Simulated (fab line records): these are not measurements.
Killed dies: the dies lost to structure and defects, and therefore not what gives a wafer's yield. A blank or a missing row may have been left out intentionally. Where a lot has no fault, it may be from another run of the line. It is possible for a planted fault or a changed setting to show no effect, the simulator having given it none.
What tool caused it? | flow nand harc | 23 lots, 69 wafers sampled, at 4 steps of a route of 1159

WHAT THE GAUGES SHOWED, per wafer
NHARC_P_CONTACT_INSPECT_14.
lot  | measured     | on                | raw defect count
L074 | day 5 13:00  | defect inspect-02 | 3 2 4
L075 | day 5 14:14  | defect inspect-01 | 4 2 5
L076 | day 6 04:24  | defect inspect-01 | 6 5 3
L077 | day 6 02:16  | defect inspect-02 | 1 3 0
L078 | day 6 12:51  | defect inspect-01 | 3 4 3
L079 | day 6 23:38  | defect inspect-02 | 3 4 2
L080 | day 7 05:07  | defect inspect-02 | 3 2 2
L081 | day 7 11:29  | defect inspect-02 | 9 5 6
L082 | day 7 10:45  | defect inspect-01 | 4 1 0
L083 | day 7 10:13  | defect inspect-02 | 0 3 5
L084 | day 8 06:07  | defect inspect-01 | 4 8 1
L086 | day 8 20:55  | defect inspect-01 | 5 5 6
L087 | day 8 22:30  | defect inspect-01 | 8 5 2
L088 | day 8 21:56  | defect inspect-01 | 2 7 4
L089 | day 9 12:21  | defect inspect-01 | 4 2 5
L090 | day 9 12:50  | defect inspect-01 | 1 6 3
L091 | day 9 22:12  | defect inspect-02 | 4 5 6
L092 | day 9 22:33  | defect inspect-01 | 5 2 1
L093 | day 10 03:49 | defect inspect-02 | 9 2 5
L094 | day 10 16:37 | defect inspect-01 | 8 5 4
L095 | day 10 21:32 | defect inspect-01 | 3 4 5
L096 | day 10 23:59 | defect inspect-01 | 7 7 5
L097 | day 11 18:32 | defect inspect-02 | 1 7 7

WHAT TOOL EACH LOT RAN ON (gives the tool, then ch and the chambers of the sampled wafers, and finally the start)
lot  | NHARC_P_ZERO_WELL_DESCUM_39       | NHARC_P_GATE_STRIP_108             | NHARC_P_GATE_DESCUM_61
L074 | rie diel-01 ch 0,1,2, day 1 16:20 | rie diel-12 ch 1,3, day 4 17:11    | rie diel-12 ch 1,2,3, day 5 06:29
L075 | rie diel-02 ch 0,1,2, day 1 22:18 | rie diel-12 ch 0,2, day 4 17:23    | rie diel-12 ch 1,3, day 5 06:58
L076 | rie diel-02 ch 1,2, day 2 04:17   | rie diel-12 ch 0,2, day 5 05:41    | rie diel-10 ch 1,2,3, day 5 20:53
L077 | rie diel-05 ch 0,2, day 2 10:16   | rie diel-12 ch 0,1,2, day 5 06:14  | rie diel-12 ch 0,1, day 5 19:37
L078 | rie diel-02 ch 1,3, day 2 16:26   | rie diel-12 ch 0,2, day 5 17:19    | rie diel-13 ch 0,1, day 6 06:28
L079 | rie diel-05 ch 0,2,3, day 2 22:27 | rie diel-10 ch 0,1, day 6 03:55    | rie diel-12 ch 2,3, day 6 17:04
L080 | rie diel-05 ch 0,3, day 3 04:20   | rie diel-12 ch 2,3, day 6 09:30    | rie diel-12 ch 0,1, day 6 22:43
L081 | rie diel-01 ch 2,3, day 3 10:20   | rie diel-13 ch 0,1,3, day 6 15:23  | rie diel-10 ch 2,3, day 7 05:06
L082 | rie diel-05 ch 1,2, day 3 16:16   | rie diel-13 ch 0,1,2, day 6 15:12  | rie diel-12 ch 2,3, day 7 04:13
L083 | rie diel-01 ch 0,1,3, day 3 22:17 | rie diel-12 ch 0,1,3, day 6 14:23  | rie diel-10 ch 0,1,2, day 7 03:43
L084 | rie diel-01 ch 0,1,3, day 4 04:11 | rie diel-13 ch 0,1,3, day 7 10:28  | rie diel-12 ch 0,1,2, day 7 23:28
L086 | rie diel-01 ch 0,2,3, day 4 16:19 | rie diel-12 ch 0,1, day 8 00:51    | rie diel-12 ch 1,2, day 8 14:06
L087 | rie diel-05 ch 0,2,3, day 4 22:30 | rie diel-13 ch 1,2,3, day 8 01:22  | rie diel-12 ch 0,1,2, day 8 14:48
L088 | rie diel-05 ch 0,1,3, day 5 04:26 | rie diel-13 ch 0,2,3, day 8 01:04  | rie diel-12 ch 0,1,2, day 8 14:15
L089 | rie diel-02 ch 0,1,3, day 5 10:26 | rie diel-12 ch 0,1, day 8 16:49    | rie diel-12 ch 1,3, day 9 05:50
L090 | rie diel-01 ch 0,2, day 5 16:28   | rie diel-12 ch 0,1,2, day 8 17:12  | rie diel-12 ch 0,1,3, day 9 06:15
L091 | rie diel-05 ch 0,3, day 5 22:42   | rie diel-12 ch 0,1, day 8 23:53    | rie diel-10 ch 2,3, day 9 13:07
L092 | rie diel-01 ch 2,3, day 6 04:16   | rie diel-13 ch 0,1,2, day 9 00:33  | rie diel-10 ch 1,2, day 9 13:58
L093 | rie diel-01 ch 0,1,3, day 6 10:07 | rie diel-13 ch 0,1,3, day 9 07:22  | rie diel-12 ch 1,2, day 9 21:10
L094 | rie diel-02 ch 0,1,2, day 6 16:23 | rie diel-12 ch 0,2, day 9 20:55    | rie diel-12 ch 0,2,3, day 10 10:05
L095 | rie diel-02 ch 0,1,3, day 6 22:22 | rie diel-10 ch 1,3, day 10 01:55   | rie diel-13 ch 0,2, day 10 15:01
L096 | rie diel-01 ch 1,2,3, day 7 04:19 | rie diel-12 ch 1,2, day 10 04:38   | rie diel-12 ch 0,1,2, day 10 17:35
L097 | rie diel-05 ch 1,3, day 7 10:47   | rie diel-13 ch 1,2,3, day 10 23:17 | rie diel-12 ch 0,3, day 11 12:05
- NHARC_P_ZERO_WELL_DESCUM_39: chemistry O2, time 3 s.
- NHARC_P_GATE_STRIP_108: strips in O2.
- NHARC_P_GATE_DESCUM_61: chemistry O2, time 3 s.

WHAT THE TOOLS THEMSELVES READ (means of the sampled wafers that have a number; where no wafer has one, the mark that the record gives instead)
NHARC_P_ZERO_WELL_DESCUM_39.
lot  | tool        | drypump motor current A (A) | oes product au (a.u.) | rf vpp V (V) | showerhead plenum p Torr (Torr) | throttle valve pct (%)
L074 | rie diel-01 | 5.7                         | 0.998                 | 58.1         | 1.88                            | 11.315
L075 | rie diel-02 | 5.7                         | 0.997                 | 56.9         | 1.96                            | 11.312
L076 | rie diel-02 | 5.6                         | 1.009                 | 58.2         | 1.96                            | 11.310
L077 | rie diel-05 | 5.7                         | 1.011                 | 57.7         | 1.83                            | 11.316
L078 | rie diel-02 | 5.9                         | 1.003                 | 57.6         | 1.93                            | 11.314
L079 | rie diel-05 | 5.9                         | 0.999                 | 57.8         | 1.90                            | 11.317
L080 | rie diel-05 | 6.1                         | 1.001                 | 57.6         | 1.97                            | 11.317
L081 | rie diel-01 | 5.9                         | 0.989                 | 57.3         | 1.84                            | 11.312
L082 | rie diel-05 | 5.4                         | 1.021                 | 57.4         | 1.88                            | 11.305
L083 | rie diel-01 | 5.6                         | 0.998                 | 58.1         | 1.92                            | 11.311
L084 | rie diel-01 | 5.6                         | 1.001                 | 58.2         | 1.92                            | 11.307
L086 | rie diel-01 | 5.8                         | 0.994                 | 58.5         | 1.87                            | 11.310
L087 | rie diel-05 | 5.9                         | 1.009                 | 57.9         | 1.90                            | 11.318
L088 | rie diel-05 | 5.7                         | 1.011                 | 57.7         | 1.94                            | 11.310
L089 | rie diel-02 | 5.9                         | 1.010                 | 58.0         | 1.93                            | 11.306
L090 | rie diel-01 | 5.8                         | 0.996                 | 57.1         | 1.86                            | 11.309
L091 | rie diel-05 | 6.0                         | 1.002                 | 58.4         | 1.97                            | 11.308
L092 | rie diel-01 | 5.8                         | 0.996                 | 57.3         | 1.88                            | 11.314
L093 | rie diel-01 | 5.5                         | 0.992                 | 58.2         | 1.92                            | 11.303
L094 | rie diel-02 | 5.7                         | 0.988                 | 57.8         | 1.96                            | 11.321
L095 | rie diel-02 | 5.9                         | 1.013                 | 58.2         | 1.93                            | 11.313
L096 | rie diel-01 | 5.7                         | 1.010                 | 58.4         | 1.89                            | 11.305
L097 | rie diel-05 | 5.5                         | 1.016                 | 58.5         | 1.94                            | 11.301

NHARC_P_GATE_STRIP_108.
lot  | tool        | drypump motor current A (A) | oes product au (a.u.) | rf vpp V (V) | showerhead plenum p Torr (Torr) | throttle valve pct (%)
L074 | rie diel-12 | 5.8                         | 0.992                 | 57.5         | 3.54                            | 17.029
L075 | rie diel-12 | 5.6                         | 1.012                 | 57.8         | 3.53                            | 17.037
L076 | rie diel-12 | 5.6                         | 0.996                 | 57.3         | 3.53                            | 17.041
L077 | rie diel-12 | 5.5                         | 0.998                 | 58.2         | 3.50                            | 17.045
L078 | rie diel-12 | 5.4                         | 0.997                 | 58.6         | 3.59                            | 17.031
L079 | rie diel-10 | 6.3                         | 0.997                 | 58.1         | 3.45                            | 17.034
L080 | rie diel-12 | 5.8                         | 0.999                 | 57.7         | 3.51                            | 17.028
L081 | rie diel-13 | 5.3                         | 1.007                 | 57.3         | 3.38                            | 17.031
L082 | rie diel-13 | 5.4                         | 1.020                 | 56.1         | 3.50                            | 17.033
L083 | rie diel-12 | 5.6                         | 0.985                 | 57.6         | 3.55                            | 17.039
L084 | rie diel-13 | 5.3                         | 1.011                 | 57.4         | 3.37                            | 17.034
L086 | rie diel-12 | 5.4                         | 0.985                 | 57.5         | 3.47                            | 17.045
L087 | rie diel-13 | 5.3                         | 1.004                 | 57.3         | 3.51                            | 17.028
L088 | rie diel-13 | 5.2                         | 1.025                 | 57.4         | 3.45                            | 17.042
L089 | rie diel-12 | 5.4                         | 0.989                 | 58.4         | 3.56                            | 17.025
L090 | rie diel-12 | 5.5                         | 0.999                 | 58.2         | 3.49                            | 17.040
L091 | rie diel-12 | 5.4                         | 1.002                 | 58.5         | 3.56                            | 17.044
L092 | rie diel-13 | 5.4                         | 1.016                 | 57.0         | 3.48                            | 17.038
L093 | rie diel-13 | 5.3                         | 1.014                 | 57.9         | 3.36                            | 17.030
L094 | rie diel-12 | 5.4                         | 1.009                 | 57.5         | 3.58                            | 17.032
L095 | rie diel-10 | 6.2                         | 1.005                 | 57.8         | 3.40                            | 17.033
L096 | rie diel-12 | 5.6                         | 0.988                 | 57.0         | 3.40                            | 17.040
L097 | rie diel-13 | 5.4                         | 0.999                 | 58.0         | 3.49                            | 17.039

NHARC_P_GATE_DESCUM_61.
lot  | tool        | drypump motor current A (A) | oes product au (a.u.) | rf vpp V (V) | showerhead plenum p Torr (Torr) | throttle valve pct (%)
L074 | rie diel-12 | 5.7                         | 0.990                 | 58.0         | 1.89                            | 11.310
L075 | rie diel-12 | 5.7                         | 0.993                 | 57.5         | 1.87                            | 11.313
L076 | rie diel-10 | 6.0                         | 1.005                 | 58.5         | 1.88                            | 11.305
L077 | rie diel-12 | 5.4                         | 0.992                 | 57.7         | 1.88                            | 11.304
L078 | rie diel-13 | 5.4                         | 1.021                 | 56.9         | 1.81                            | 11.313
L079 | rie diel-12 | 5.9                         | 0.990                 | 57.7         | 1.93                            | 11.307
L080 | rie diel-12 | 5.4                         | 0.991                 | 57.5         | 1.88                            | 11.310
L081 | rie diel-10 | 5.7                         | 1.006                 | 58.0         | 1.91                            | 11.303
L082 | rie diel-12 | 5.9                         | 0.989                 | 58.3         | 1.93                            | 11.319
L083 | rie diel-10 | 6.1                         | 1.003                 | 57.8         | 1.90                            | 11.317
L084 | rie diel-12 | 5.5                         | 0.991                 | 57.5         | 1.90                            | 11.316
L086 | rie diel-12 | 5.6                         | 0.990                 | 57.1         | 1.86                            | 11.316
L087 | rie diel-12 | 5.5                         | 1.000                 | 57.2         | 1.90                            | 11.313
L088 | rie diel-12 | 5.5                         | 0.995                 | 57.8         | 1.90                            | 11.317
L089 | rie diel-12 | 5.7                         | 0.984                 | 57.7         | 1.87                            | 11.313
L090 | rie diel-12 | 5.6                         | 0.995                 | 57.9         | 1.92                            | 11.311
L091 | rie diel-10 | 5.7                         | 0.989                 | 57.5         | 1.90                            | 11.310
L092 | rie diel-10 | 6.0                         | 0.992                 | 57.4         | 1.80                            | 11.319
L093 | rie diel-12 | 5.6                         | 0.990                 | 57.5         | 1.85                            | 11.315
L094 | rie diel-12 | 5.7                         | 1.003                 | 59.1         | 1.94                            | 11.310
L095 | rie diel-13 | 5.3                         | 1.034                 | 57.9         | 1.85                            | 11.309
L096 | rie diel-12 | 5.5                         | 0.990                 | 57.2         | 1.89                            | 11.313
L097 | rie diel-12 | 5.5                         | 0.994                 | 58.0         | 1.97                            | 11.312

THE ANSWER, worked out from the rows above alone
Rule: the usual values come from the lots themselves. Put in order of their means at a reading, lots are off if they are a third of the lots or fewer, leave a main group of 4 or more, and stand apart from it by a gap of 3 or more times the standard deviation of the main group's means; of several such gaps the widest counts. A main group is skipped when, at the precision printed for the reading in the tables above, its means are all equal. A lot without any number at a reading at which 4 lots or more have one is off too. Any other lot the step has rows for is counted as sound. After the gauges, taken in route order, come the tools' own readings; for these a lot's mean is taken, as printed above. At the first step where some lot is off, the reading lying furthest off is the one used; lots without a number count as furthest.
Nothing can be told from this: no lot is off at any reading shown.

WHAT THE SIMULATOR PUT IN
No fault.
